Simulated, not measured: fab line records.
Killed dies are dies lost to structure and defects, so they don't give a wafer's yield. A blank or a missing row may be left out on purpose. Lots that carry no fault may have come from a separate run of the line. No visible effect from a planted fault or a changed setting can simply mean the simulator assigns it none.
Lot-split experiment    flow n5_finfet    7 lots, 21 wafers read, on a route of 1938 steps

## ABOUT THE SPLIT
At N5_SDB_EXPOSE_08 (exposes mask SDB), the setting dose_mj was moved away from the recipe's 49.6 on 6 of the 21 wafers read, by -4.3% to +5.0%. The other wafers ran this setting at the recipe's value.

## FROM THE SPLIT TO THE READING: what the file shows between them, 2 steps
- N5_SDB_PEB_09: peb time 60 s
- N5_SDB_DEVELOP_10: develop time 30 s

## THE READING
cd_nm, in nm, at N5_SDB_CD_MEAS_11 (target cd 50 nm). On this fab line, fault-free wafers typically give 49.4 nm with a standard deviation of 1.6 nm.

wafer   tool, chamber at the split  dose_mj as run  against the recipe  cd_nm, nm  against lot-mates on the recipe
L080.1  arfi_scanner-03, 0          47.47           -4.3%               44.6       -4.1
L080.2  arfi_scanner-03, 0          49.6            recipe              48.1       -
L080.5  arfi_scanner-03, 0          49.6            recipe              49.2       -
L081.1  arfi_scanner-02, 0          52.08           +5.0%               54.3       +6.4
L081.3  arfi_scanner-02, 0          49.6            recipe              46.5       -
L081.4  arfi_scanner-02, 0          49.6            recipe              49.3       -
L090.1  arfi_scanner-01, 0          50.58           +2.0%               48.2       +1.5
L090.5  arfi_scanner-01, 0          49.6            recipe              46.9       -
L090.6  arfi_scanner-01, 0          49.6            recipe              46.6       -
L091.2  arfi_scanner-01, 0          49.6            recipe              48.6       -
L091.5  arfi_scanner-01, 0          49.6            recipe              48.6       -
L091.6  arfi_scanner-01, 0          49.6            recipe              49.9       -
L093.2  arfi_scanner-01, 0          49.6            recipe              49.0       -
L093.5  arfi_scanner-01, 0          48.01           -3.2%               48.3       -0.7
L093.6  arfi_scanner-01, 0          48.01           -3.2%               44.5       -4.5
L096.1  arfi_scanner-02, 0          49.6            recipe              48.1       -
L096.2  arfi_scanner-02, 0          49.6            recipe              48.5       -
L096.3  arfi_scanner-02, 0          49.6            recipe              49.0       -
L097.2  arfi_scanner-01, 0          48.49           -2.2%               46.2       -3.3
L097.4  arfi_scanner-01, 0          49.6            recipe              48.5       -
L097.6  arfi_scanner-01, 0          49.6            recipe              50.6       -

FIT RESULTS
A straight line over all 21 wafers: cd_nm changes by +0.876 nm for each +1% of dose_mj; r = +0.79; the points scatter about the line by 1.3 nm.
The same after taking each lot's own level away (the mean of its wafers on the recipe; 21 wafers): +1.05 nm for each +1%; r = +0.90; scatter 1 nm.
According to that fit, moving dose_mj by its largest amount changes the reading by 5.3 nm.
Across the lots, their own levels run from 46.75 to 49.55 nm, a range of 1.7 times the standard deviation given above.
So the lot-to-lot level blurs the effect unless lot-mates are compared.
Check: for one of the wafers moved furthest among these (+5.0%), held out of the fit, the line's prediction against its lot-mates is +4.52 nm. It came out at +6.4 nm against them.

## THESE WAFERS: OTHER SPLITS
Before the reading, these wafers also passed through other splits. Each is held against what the fit with the lots' levels taken away leaves over:
other split on the same wafers  wafers away from the commonest value  r with cd_nm (lot level and that fit taken away)
N5_SD_EPI_N_PEB_07 peb_time_s   6                                     -0.12
N5_SD_EPI_N_DESCUM_14 time_s    6                                     +0.05
N5_SD_EPI_P_EPI_21 temp_c       5                                     +0.17
N5_SD_ACTIVATION_LSA_01 temp_c  6                                     +0.14
N5_SDB_COAT_03 spin_rpm         6                                     -0.29

## THE FILE'S OWN FIT
cd_nm changes by +1.09 nm for each +1% of dose_mj, r = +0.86.
